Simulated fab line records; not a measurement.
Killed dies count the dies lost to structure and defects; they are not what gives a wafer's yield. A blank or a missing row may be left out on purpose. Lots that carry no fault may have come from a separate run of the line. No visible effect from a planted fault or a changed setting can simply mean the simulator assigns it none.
Chamber matching :: flow nandHarc :: 4 sister chambers for NHARC_A_STAIRCASE_TRIM_12 on rieDiel-13
The step chemistry O2, time 211.2 s. 20 wafers are shown with their chamber, then 10 later ones without.

## WAFERS PAIRED WITH THEIR CHAMBERS
wafer: L076.1
chamber: 3
showerheadPlenumPTorr (Torr): 3.30
oesProductAu (a.u.): 1.019
rfVppV (V): 56.9

wafer: L076.2
chamber: 2
showerheadPlenumPTorr (Torr): 3.64
oesProductAu (a.u.): 1.009
rfVppV (V): 56.6

wafer: L076.4
chamber: 0
showerheadPlenumPTorr (Torr): 3.52
oesProductAu (a.u.): 1.010
rfVppV (V): 58.1

wafer: L076.3
chamber: 1
showerheadPlenumPTorr (Torr): 3.78
oesProductAu (a.u.): 0.990
rfVppV (V): 57.2

wafer: L076.5
chamber: 0
showerheadPlenumPTorr (Torr): 3.52
oesProductAu (a.u.): 1.013
rfVppV (V): 58.1

wafer: L076.6
chamber: 1
showerheadPlenumPTorr (Torr): 3.78
oesProductAu (a.u.): 0.993
rfVppV (V): 56.8

wafer: L081.1
chamber: 3
showerheadPlenumPTorr (Torr): 3.29
oesProductAu (a.u.): 1.010
rfVppV (V): 56.5

wafer: L081.5
chamber: 2
showerheadPlenumPTorr (Torr): 3.63
oesProductAu (a.u.): 1.009
rfVppV (V): 57.5

wafer: L081.6
chamber: 3
showerheadPlenumPTorr (Torr): 3.29
oesProductAu (a.u.): 1.020
rfVppV (V): 57.5

wafer: L083.1
chamber: 3
showerheadPlenumPTorr (Torr): 3.29
oesProductAu (a.u.): 1.010
rfVppV (V): 57.8

wafer: L083.4
chamber: 3
showerheadPlenumPTorr (Torr): 3.29
oesProductAu (a.u.): 1.008
rfVppV (V): 57.4

wafer: L083.6
chamber: 0
showerheadPlenumPTorr (Torr): 3.51
oesProductAu (a.u.): 1.012
rfVppV (V): 58.3

wafer: L084.4
chamber: 2
showerheadPlenumPTorr (Torr): 3.62
oesProductAu (a.u.): 1.003
rfVppV (V): 55.2

wafer: L084.5
chamber: 0
showerheadPlenumPTorr (Torr): 3.51
oesProductAu (a.u.): 0.994
rfVppV (V): 57.4

wafer: L084.6
chamber: 3
showerheadPlenumPTorr (Torr): 3.28
oesProductAu (a.u.): 0.998
rfVppV (V): 57.9

wafer: L085.2
chamber: 3
showerheadPlenumPTorr (Torr): 3.28
oesProductAu (a.u.): 1.015
rfVppV (V): 57.7

wafer: L085.3
chamber: 1
showerheadPlenumPTorr (Torr): 3.76
oesProductAu (a.u.): 0.983
rfVppV (V): 57.7

wafer: L085.5
chamber: 2
showerheadPlenumPTorr (Torr): 3.62
oesProductAu (a.u.): 1.010
rfVppV (V): 57.3

wafer: L089.2
chamber: 3
showerheadPlenumPTorr (Torr): 3.27
oesProductAu (a.u.): 1.003
rfVppV (V): 56.7

wafer: L089.3
chamber: 1
showerheadPlenumPTorr (Torr): 3.75
oesProductAu (a.u.): 0.980
rfVppV (V): 57.8

SIGNATURES (averages over the wafers above)
reading: showerheadPlenumPTorr
chamber 0: 3.5150
chamber 1: 3.7675
chamber 2: 3.6275
chamber 3: 3.2862
scatter within a chamber: 0.0101

reading: oesProductAu
chamber 0: 1.00725
chamber 1: 0.98650
chamber 2: 1.00775
chamber 3: 1.01038
scatter within a chamber: 0.00698

reading: rfVppV
chamber 0: 57.975
chamber 1: 57.375
chamber 2: 56.650
chamber 3: 57.300
scatter within a chamber: 0.63
Rule: for each reading, subtract the chamber's mean from the wafer's reading, divide by that reading's scatter and square the result; add these up over the readings and take the root, which gives the wafer's distance from the chamber. If the next closest chamber is less than 2 further off than the closest, the wafer can't be placed; otherwise it belongs to the closest. How the scatter is found: for the shown wafers, subtract from each reading the mean of its chamber, square and add these, divide the total by (wafers less chambers), then take the root.

## WAFERS WHOSE CHAMBER IS MISSING
wafer: L089.6
showerheadPlenumPTorr (Torr): 3.61
oesProductAu (a.u.): 0.998
rfVppV (V): 58.5

wafer: L090.1
showerheadPlenumPTorr (Torr): 3.75
oesProductAu (a.u.): 0.990
rfVppV (V): 59.0

wafer: L090.2
showerheadPlenumPTorr (Torr): 3.27
oesProductAu (a.u.): 1.006
rfVppV (V): 56.9

wafer: L090.6
showerheadPlenumPTorr (Torr): 3.75
oesProductAu (a.u.): 0.993
rfVppV (V): 58.0

wafer: L091.2
showerheadPlenumPTorr (Torr): 3.81
oesProductAu (a.u.): 1.001
rfVppV (V): 58.4

wafer: L091.3
showerheadPlenumPTorr (Torr): 3.49
oesProductAu (a.u.): 1.011
rfVppV (V): 58.6

wafer: L091.6
showerheadPlenumPTorr (Torr): 3.61
oesProductAu (a.u.): 1.004
rfVppV (V): 57.1

wafer: L093.2
showerheadPlenumPTorr (Torr): 3.80
oesProductAu (a.u.): 0.990
rfVppV (V): 59.3

wafer: L093.3
showerheadPlenumPTorr (Torr): 3.75
oesProductAu (a.u.): 0.994
rfVppV (V): 57.8

wafer: L093.4
showerheadPlenumPTorr (Torr): 3.60
oesProductAu (a.u.): 1.002
rfVppV (V): 58.5

## THE CHAMBER EACH PASSED THROUGH
wafer: L089.6
from the rows above: 2
in truth: 2

wafer: L090.1
from the rows above: 1
in truth: 1

wafer: L090.2
from the rows above: 3
in truth: 3

wafer: L090.6
from the rows above: 1
in truth: 1

wafer: L091.2
from the rows above: 1
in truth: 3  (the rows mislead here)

wafer: L091.3
from the rows above: 0
in truth: 0

wafer: L091.6
from the rows above: 2
in truth: 2

wafer: L093.2
from the rows above: 1
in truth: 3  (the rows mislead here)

wafer: L093.3
from the rows above: 1
in truth: 1

wafer: L093.4
from the rows above: 2
in truth: 2
Placed correctly: 8 of 10. Can't be placed from these rows: 0. Number placed wrongly: 2.
